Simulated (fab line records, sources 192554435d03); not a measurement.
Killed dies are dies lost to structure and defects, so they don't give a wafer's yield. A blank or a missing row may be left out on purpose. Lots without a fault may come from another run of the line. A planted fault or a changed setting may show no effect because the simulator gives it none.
fab line records | flow n5_finfet
record lots=9 wafers=25 last_day=19
route steps=1938 shown BEOL_M3@949 BEOL_M4@1111
lots that met no fault: from a run of the same line without faults
start_h: hours from the record's first day to the start of the lot's first wafer shown | wait_h: hours since the lot's step before | " the same as in the row above | L1.1+2: a row that stands for several wafers | - no value, or no start given | * or withheld: withheld | < > ~ a bound
route shown NAME@n: a module of which the file shows steps, and the number in the route of the first | usual: mean/standard deviation of fault-free wafers | same: alike in all rows | chamber/n: place in a boat | sites: the reading at each site | _std_site: their standard deviation | _edge_site: outer sites' mean less inner sites' | radius_mm: how far each site lies from the wafer's centre | mask NAME#n: copy n | behind: the tool/chamber that last shaped the wafer | hold: why the lot was held/for how many hours/how that ended | device: the transistor (n, p or np) that didn't switch | end of line: the same wafers' tests at the end of the route | a step without rows: its recipe alone | killed: dies lost to structure and defects at the first sort, not the wafer's yield | map: a wafer's dies, x killed, . not, _ none there
set.NAME: the setting as run; set.NAME@STEP: as run at that earlier step | model.NAME: the simulator's own value behind a step, which no gauge read
steps of the route over a sample of lots; a table a step, a row a wafer
services: from which hour (start_h, from the record's first day; less than 0 if before it) a tool's chamber was out of use, for how many hours, and why
## steps
# step N5_BEOL_M3_ETCH_63
# recipe chemistry=CF4 target=SiARC target_depth_a=156 mask_material=CAR-EUV time_s=26 ion_energy_ev=80 pressure_mtorr=40 source_w=545 bias_w=36 Ar_flow_sccm=100 cf4_flow_sccm=100 ends=cleared
# usual drypump_motor_current_A=6.0/0.44 etch_rf_on_time_s=26.5/0.42 oes_product_au=0.64/0.066 rf_vpp_V=183.6/1.4 showerhead_plenum_p_Torr=2.11/0.093 throttle_valve_pct=15.68/0.27
# columns lot.wafer tool chamber start_h wait_h drypump_motor_current_A etch_rf_on_time_s oes_product_au rf_hours_counter_h rf_vpp_V showerhead_plenum_p_Torr throttle_valve_pct
L364.3 rie_diel-06 2 169.27 0.0 5.6 27.1 0.62 160 184.7 2.23 15.71
L364.4 " 1 " " 6.0 26.4 0.67 109 182.3 1.98 15.42
L364.6 " 1 " " 6.0 26.4 0.68 - 180.0 1.98 15.43
L366.1 rie_diel-06 2 175.46 0.0 5.6 27.2 0.62 161 184.4 2.23 15.72
L366.3 " 1 " " 6.0 26.5 0.68 111 183.2 1.98 15.41
L365.4 rie_diel-06 1 176.25 0.0 6.0 26.5 0.67 111 182.7 1.98 15.41
L365.5 " 0 " " 6.0 26.6 0.59 - 184.0 2.11 15.69
L365.6 " 3 " " 6.7 26.7 0.60 - 183.5 2.02 15.80
L376.1 rie_diel-06 2 243.95 0.0 5.6 27.3 0.60 182 185.1 2.22 15.77
L376.4 " 1 " " 6.0 26.2 0.66 131 182.3 1.98 15.45
L375.2 rie_diel-06 3 244.66 0.0 6.7 26.7 0.59 243 181.4 2.01 15.83
L375.4 " 0 " " 6.0 25.7 0.81 8 182.4 2.11 15.21
L375.6 " 3 " " 6.7 26.8 0.59 - 184.1 2.01 15.84
L380.2 rie_diel-02 2 270.92 0.0 6.7 26.2 0.65 146 182.9 1.98 15.65
L380.3 " 3 " " 6.2 26.4 0.60 193 182.8 2.04 16.07
L380.5 " 1 " " 5.6 26.7 0.61 - 186.2 2.21 15.62
L383.1 rie_diel-01 1 282.93 0.0 5.6 26.3 0.58 241 182.9 2.11 16.23
L383.2 " 0 " " 5.9 26.4 0.61 226 184.5 2.12 16.07
L383.3 " 2 " " 5.4 26.2 0.63 134 183.7 2.15 15.63
L384.1 rie_diel-02 3 293.21 0.0 6.2 26.0 0.61 199 183.0 2.04 16.08
L384.2 " 0 " " 6.7 26.0 0.75 38 185.4 2.26 15.11
L384.6 " 0 " " 6.7 26.0 0.75 - 184.0 2.26 15.11
L385.1 rie_diel-06 3 303.79 0.0 6.7 26.0 0.84 4 185.6 2.26 15.35
L385.3 " 2 " " 5.6 27.2 0.59 203 185.2 2.21 15.80
L385.5 " 1 " " 6.0 26.3 0.64 - 181.4 1.97 15.49
# step N5_BEOL_M3_STRIP_19
# recipe chemistry=O2 power_w=400 temp_c=40 pressure_mtorr=30 rf_frequency_hz=6e+07 bias_power_w=0 overash_fraction=0.2 o2_flow_sccm=225
# usual drypump_motor_current_A=6.0/0.42 o2_flow_sccm=225.0/0.69 oes_product_au=0.76/0.081 rf_vpp_V=3.7/0.49 showerhead_plenum_p_Torr=2.07/0.09 temp_c=40.02/0.11 throttle_valve_pct=16.78/0.27
# same overash_fraction=0.2
# columns lot.wafer tool chamber start_h wait_h drypump_motor_current_A o2_flow_sccm oes_product_au rf_hours_counter_h rf_vpp_V showerhead_plenum_p_Torr temp_c throttle_valve_pct
L364.3 rie_diel-06 3 169.77 0.2 6.6 224.4 0.70 220 4.0 1.98 40.24 16.91
L364.4 " 0 " " 6.0 224.9 0.68 245 4.3 2.07 39.98 16.77
L364.6 " 3 " " 6.7 225.2 0.71 - 3.9 1.98 40.25 16.90
L366.1 rie_diel-01 2 176.19 0.5 5.4 224.7 0.78 102 3.6 2.14 39.82 16.74
L366.3 " 3 " " 6.3 225.7 0.70 220 4.9 2.07 40.03 16.76
L365.4 rie_diel-06 0 176.67 0.2 6.0 225.5 0.68 247 3.7 2.07 39.99 16.76
L365.5 " 2 " " 5.6 225.5 0.73 - 3.9 2.18 39.97 16.75
L365.6 " 1 " " 6.0 226.2 0.80 - 3.1 1.94 39.88 16.52
L376.1 rie_diel-06 0 244.26 0.1 6.0 224.9 0.96 8 4.1 2.06 39.73 16.30
L376.4 " 3 " " 6.7 224.6 0.70 243 4.0 1.97 40.03 16.95
L375.2 rie_diel-06 1 244.97 0.1 6.0 225.9 0.78 131 2.9 1.94 40.37 16.56
L375.4 " 2 " " 5.6 226.1 0.72 183 3.9 2.17 40.00 16.79
L375.6 " 1 " " 6.0 225.2 0.78 - 4.3 1.93 40.23 16.56
L380.2 rie_diel-06 3 271.25 0.1 6.6 225.0 0.69 249 4.3 1.97 39.99 16.94
L380.3 " 1 " " 6.0 224.5 0.77 138 3.8 1.93 40.04 16.60
L380.5 " 1 " " 6.0 226.4 0.76 - 3.5 1.93 40.07 16.57
L383.1 rie_diel-02 3 283.27 0.1 6.2 223.9 0.69 197 3.4 2.00 40.08 17.15
L383.2 " 0 " " 6.8 225.2 0.89 35 3.9 2.24 39.99 16.31
L383.3 " 1 " " 5.5 223.6 0.73 185 3.0 2.18 39.85 16.77
L384.1 rie_diel-01 2 293.51 0.1 5.4 224.5 0.74 139 3.0 2.12 40.07 16.79
L384.2 " 3 " " 6.3 225.2 1.05 0 3.6 2.06 39.99 16.30
L384.6 " 1 " " 5.5 224.8 0.67 - 3.6 2.06 39.99 17.29
L385.1 rie_diel-06 1 304.10 0.1 6.0 223.7 0.76 151 4.4 1.93 40.01 16.61
L385.3 " 3 " " 6.6 224.7 1.00 4 3.7 2.23 40.01 16.48
L385.5 " 2 " " 5.6 223.5 0.70 - 4.8 2.17 39.97 16.82
# step N5_BEOL_M3_CD_MEAS_18
# recipe pitch_nm=36 target_cd_nm=18
# usual cd_nm=17.86/0.29
# columns lot.wafer tool chamber start_h wait_h cd_nm
L364.3 cd_sem-03 - 169.85 0.1 18.03
L364.4 " - " " 17.56
L364.6 " - " " 17.87
L366.1 cd_sem-03 - 176.26 0.0 18.06
L366.3 " - " " 17.83
L365.4 cd_sem-01 - 176.74 0.1 18.44
L365.5 " - " " 17.98
L365.6 " - " " 17.78
L376.1 cd_sem-02 - 244.33 0.0 17.98
L376.4 " - " " 17.83
L375.2 cd_sem-02 - 245.04 0.1 17.99
L375.4 " - " " 17.95
L375.6 " - " " 18.15
L380.2 cd_sem-03 - 271.32 0.1 17.80
L380.3 " - " " 18.04
L380.5 " - " " 17.46
L383.1 cd_sem-02 - 283.34 0.0 18.04
L383.2 " - " " 17.94
L383.3 " - " " 17.08
L384.1 cd_sem-02 - 293.58 0.0 18.08
L384.2 " - " " 18.54
L384.6 " - " " 18.37
L385.1 cd_sem-02 - 304.17 0.0 18.35
L385.3 " - " " 17.95
L385.5 " - " " 17.87
# step N5_BEOL_M3_ETCH_70
# recipe chemistry=N2/H2 target=SOC target_depth_a=800 overetch_a=160 mask_material=SiARC temp_c=40 time_s=120 ion_energy_ev=200 pressure_mtorr=30 source_w=840 bias_w=150 n2_flow_sccm=200 h2_flow_sccm=200
# usual drypump_motor_current_A=6.1/0.47 oes_product_au=0.59/0.064 rf_vpp_V=523/3.3 run_length_s=143.2/0.51 showerhead_plenum_p_Torr=2.51/0.11 temp_c=40.01/0.12 throttle_valve_pct=17.9/0.32
# columns lot.wafer tool chamber start_h wait_h drypump_motor_current_A oes_product_au rf_hours_counter_h rf_vpp_V run_length_s showerhead_plenum_p_Torr temp_c throttle_valve_pct
L364.3 rie_diel-02 0 175.90 0.0 6.8 0.74 5 528 143.1 2.70 40.07 17.3
L364.4 " 2 " " 6.6 0.60 117 517 143.8 2.36 40.17 17.9
L364.6 " 2 " " 6.6 0.61 - 521 143.3 2.36 40.05 17.9
L366.1 rie_diel-06 0 184.48 0.0 6.0 0.53 249 523 142.2 2.50 39.95 17.8
L366.3 " 2 " " 5.6 0.57 164 526 143.8 2.64 39.88 17.9
L365.4 rie_diel-02 3 185.21 0.0 6.2 0.56 170 521 142.5 2.43 39.73 18.3
L365.5 " 2 " " 6.7 0.60 - 518 143.2 2.36 39.95 17.9
L365.6 " 1 " " 5.5 0.58 - 528 143.0 2.64 40.18 17.8
L376.1 rie_diel-02 3 259.19 0.0 6.2 0.54 190 519 142.5 2.42 40.37 18.4
L376.4 " 0 " " 6.8 0.61 29 529 177.0 2.68 40.23 17.3
L375.2 rie_diel-02 0 260.37 0.0 6.8 0.68 29 529 143.1 2.69 40.11 17.3
L375.4 " 1 " " 5.6 0.50 179 527 176.7 2.63 39.92 17.8
L375.6 " 0 " " 6.7 0.69 - 529 143.2 2.69 40.17 17.3
L380.2 rie_diel-02 2 273.48 0.0 6.7 0.59 147 518 143.4 2.34 40.21 17.9
L380.3 " 3 " " 6.2 0.48 194 520 177.1 2.42 39.79 18.3
L380.5 " 2 " " 6.7 0.58 - 519 143.4 2.34 40.22 17.9
L383.1 rie_diel-01 0 306.65 0.0 5.9 0.54 236 523 143.6 2.50 40.10 18.3
L383.2 " 2 " " 5.4 0.56 143 524 142.6 2.55 40.18 17.9
L383.3 " 3 " " 6.3 0.77 4 523 143.6 2.50 39.92 17.6
L384.1 rie_diel-06 1 318.01 0.0 6.0 0.58 156 517 142.7 2.34 39.94 17.7
L384.2 " 0 " " 6.0 0.69 32 522 142.2 2.48 39.93 17.4
L384.6 " 0 " " 6.0 0.69 - 523 142.6 2.48 40.10 17.4
L385.1 rie_diel-01 3 318.14 0.0 6.3 0.75 9 524 144.0 2.50 39.87 17.5
L385.3 " 2 " " 5.4 0.56 148 524 143.0 2.55 39.94 17.9
L385.5 " 0 " " 5.9 0.54 - 522 143.8 2.50 39.81 18.3
# step N5_BEOL_M4_RC_MEAS_101
# usual DIBL_N=36.4/1.9 DIBL_P=35.8/2.1 IOFF_N=0.158/0.029 IOFF_P=0.21/0.035 ION_N=676/14 ION_P=465/9.7 SS_N=71.5/0.66 SS_P=73.4/0.7 VT_N=249.8/3 VT_P=-250/3.3
# columns lot.wafer tool chamber start_h wait_h DIBL_N[mV/V] DIBL_P[mV/V] IOFF_N[nA/um] IOFF_P[nA/um] ION_N[uA/um] ION_P[uA/um] SS_N[mV/dec] SS_P[mV/dec] VT_N[mV] VT_P[mV]
L364.3 prober-02 0 202.43 0.3 38.1 37.1 0.194 0.26 698 479 71.5 73.5 243.8 -245
L364.4 " 0 " " 37.7 36.5 0.180 0.25 703 489 71.7 73.9 246.4 -247
L364.6 " 0 " " 35.1 33.8 0.139 0.21 691 482 70.8 72.7 249.2 -247
L365.4 prober-01 0 209.79 0.5 37.6 38.6 0.163 0.19 661 446 70.9 73.8 250.5 -253
L365.5 " 0 " " 35.9 36.5 0.137 0.17 650 443 71.0 73.6 253.8 -256
L365.6 " 0 " " 36.8 36.9 0.157 0.17 659 446 71.7 73.1 250.6 -257
L366.1 prober-02 0 211.23 0.3 38.7 39.5 0.200 0.23 693 465 72.1 74.2 246.4 -250
L366.3 " 0 " " 37.0 37.7 0.170 0.21 694 473 71.2 73.7 248.1 -253
L376.1 prober-01 0 282.14 0.0 36.4 36.5 0.190 0.23 687 469 71.2 73.5 245.3 -252
L376.4 " 0 " " 36.3 34.9 0.168 0.19 662 455 71.9 72.3 247.2 -251
L375.2 prober-01 0 286.32 0.2 36.3 36.4 0.150 0.20 664 454 71.9 73.8 249.2 -253
L375.4 " 0 " " 35.3 35.0 0.140 0.18 671 454 71.2 72.8 251.6 -254
L375.6 " 0 " " 37.1 36.8 0.162 0.21 683 460 71.9 73.5 251.9 -253
L380.2 prober-02 0 306.54 0.3 35.8 34.8 0.155 0.21 671 469 71.1 73.4 250.0 -249
L380.3 " 0 " " 35.2 34.1 0.142 0.19 666 459 71.3 73.4 251.1 -248
L380.5 " 0 " " 34.1 31.6 0.117 0.16 656 448 71.0 72.0 250.5 -251
L383.1 prober-01 0 329.04 0.0 36.4 37.0 0.159 0.23 691 473 70.7 73.3 250.1 -250
L383.2 " 0 " " 37.4 37.0 0.168 0.22 676 466 71.6 73.9 248.1 -250
L383.3 " 0 " " 35.7 35.5 0.139 0.21 679 472 71.5 73.3 253.4 -250
L384.1 prober-02 0 334.96 0.0 37.2 37.9 0.162 0.22 671 459 72.3 73.8 250.7 -250
L384.2 " 0 " " 35.6 36.8 0.142 0.20 679 464 71.2 72.9 250.5 -249
L384.6 " 0 " " 36.6 37.2 0.151 0.22 670 461 71.8 73.7 252.0 -248
L385.1 prober-01 0 346.11 0.0 33.6 33.7 0.126 0.18 668 463 72.0 72.9 252.8 -250
L385.3 " 0 " " 31.6 31.8 0.110 0.16 667 462 70.6 72.2 253.3 -254
L385.5 " 0 " " 30.2 30.0 0.091 0.14 652 455 70.8 71.9 257.4 -254
## services
# columns tool chamber start_h hours kind
rie_diel-01 - 153.03 1.0 repair
rie_diel-06 0 189.62 - clean
rie_diel-06 0 189.62 - consumable_replace:focus_ring
rie_diel-06 0 189.62 19.5 scheduled_down
rie_diel-06 0 189.62 19.5 vent_cycle
rie_diel-02 0 199.21 4.1 repair
rie_diel-06 - 227.86 0.3 repair
rie_diel-02 3 237.17 2.9 repair
rie_diel-06 3 274.05 - clean
rie_diel-06 3 274.05 - consumable_replace:focus_ring
rie_diel-06 3 274.05 - consumable_replace:showerhead
rie_diel-06 3 274.05 15.7 scheduled_down
rie_diel-06 3 274.05 15.7 vent_cycle
rie_diel-01 3 276.59 - clean
rie_diel-01 3 276.59 - consumable_replace:focus_ring
rie_diel-01 3 276.59 16.8 scheduled_down
rie_diel-01 3 276.59 16.8 vent_cycle
rie_diel-01 1 305.06 - clean
rie_diel-01 1 305.06 - consumable_replace:focus_ring
rie_diel-01 1 305.06 19.5 scheduled_down
rie_diel-01 1 305.06 19.5 vent_cycle
## key
first_sign step=N5_BEOL_M3_ETCH_70 reading=run_length_s direction=up sigmas=66 usual=* struck=*
effect none on later readings
met_at N5_BEOL_M3_ETCH_70
struck_lots L375,L376,L380
struck_wafers L375.4,L376.4,L380.3
not_acting_at N5_BEOL_M3_ETCH_63,N5_BEOL_M3_STRIP_19,N5_BEOL_M3_CD_MEAS_18
onset_between 185.21 259.19
fault kind=process_parameter_drift tool=rie_diel-02 chamber=- onset_h=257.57 steps=N5_BEOL_M3_ETCH_70 channel=time_s offset=* shape=step end_h=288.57 scope=struck_wafers_only acts_in=* stated=*
